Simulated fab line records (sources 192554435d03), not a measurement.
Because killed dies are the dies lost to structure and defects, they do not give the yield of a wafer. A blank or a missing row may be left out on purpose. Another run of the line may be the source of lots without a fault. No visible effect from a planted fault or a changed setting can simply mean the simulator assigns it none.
Matching of chambers || flow n5-finfet || rie-si-05 running N5_FIN_CUT_CUT_ETCH_28: 4 sister chambers
The step etches Si in HBr/Cl2/O2, target depth 6 nm, time 2.4 s. 8 wafers are shown with their chamber, then 7 later ones without.

## WAFERS WITH THEIR CHAMBER
{"wafer": "L077.5", "chamber": 0, "throttle-valve-pct (%)": 36.9, "drypump-motor-current-A (A)": 6.1}
{"wafer": "L085.2", "chamber": 3, "throttle-valve-pct (%)": 37.7, "drypump-motor-current-A (A)": 5.7}
{"wafer": "L085.3", "chamber": 1, "throttle-valve-pct (%)": 37.4, "drypump-motor-current-A (A)": 5.7}
{"wafer": "L087.2", "chamber": 0, "throttle-valve-pct (%)": 36.9, "drypump-motor-current-A (A)": 6.1}
{"wafer": "L087.3", "chamber": 2, "throttle-valve-pct (%)": 37.1, "drypump-motor-current-A (A)": 6.3}
{"wafer": "L087.5", "chamber": 1, "throttle-valve-pct (%)": 37.4, "drypump-motor-current-A (A)": 5.8}
{"wafer": "L093.1", "chamber": 3, "throttle-valve-pct (%)": 37.7, "drypump-motor-current-A (A)": 5.7}
{"wafer": "L093.5", "chamber": 2, "throttle-valve-pct (%)": 37.2, "drypump-motor-current-A (A)": 6.4}

## WAFERS WHOSE CHAMBER IS MISSING
{"wafer": "L093.6", "throttle-valve-pct (%)": 37.4, "drypump-motor-current-A (A)": 5.8}
{"wafer": "L095.2", "throttle-valve-pct (%)": 36.9, "drypump-motor-current-A (A)": 6.1}
{"wafer": "L095.3", "throttle-valve-pct (%)": 37.2, "drypump-motor-current-A (A)": 6.3}
{"wafer": "L095.5", "throttle-valve-pct (%)": 37.1, "drypump-motor-current-A (A)": 6.3}
{"wafer": "L097.1", "throttle-valve-pct (%)": 37.1, "drypump-motor-current-A (A)": 6.3}
{"wafer": "L097.2", "throttle-valve-pct (%)": 37.8, "drypump-motor-current-A (A)": 5.7}
{"wafer": "L097.4", "throttle-valve-pct (%)": 37.4, "drypump-motor-current-A (A)": 5.8}

## EACH ONE'S CHAMBER
{"wafer": "L093.6", "from the rows above": 1, "in truth": 1}
{"wafer": "L095.2", "from the rows above": 0, "in truth": 0}
{"wafer": "L095.3", "from the rows above": 2, "in truth": 2}
{"wafer": "L095.5", "from the rows above": 2, "in truth": 2}
{"wafer": "L097.1", "from the rows above": 2, "in truth": 2}
{"wafer": "L097.2", "from the rows above": 3, "in truth": 3}
{"wafer": "L097.4", "from the rows above": 1, "in truth": 1}
Correct placement for 7 of the 7. Can't be placed from these rows: 0. Wrongly placed: 0.
How it was worked out, from the rows above alone: a wafer's distance from a chamber is the root of the sum, over the readings, of the square of ((its reading less the chamber's mean) divided by the reading's scatter). If the next closest chamber is less than 2 further off than the closest, the wafer can't be placed; otherwise it belongs to the closest. For every chamber, the mean is computed from those of its wafers that are shown. The scatter is the square root of a quotient: the sum, over the shown wafers, of each reading's squared deviation from its chamber's mean, divided by wafers minus chambers.
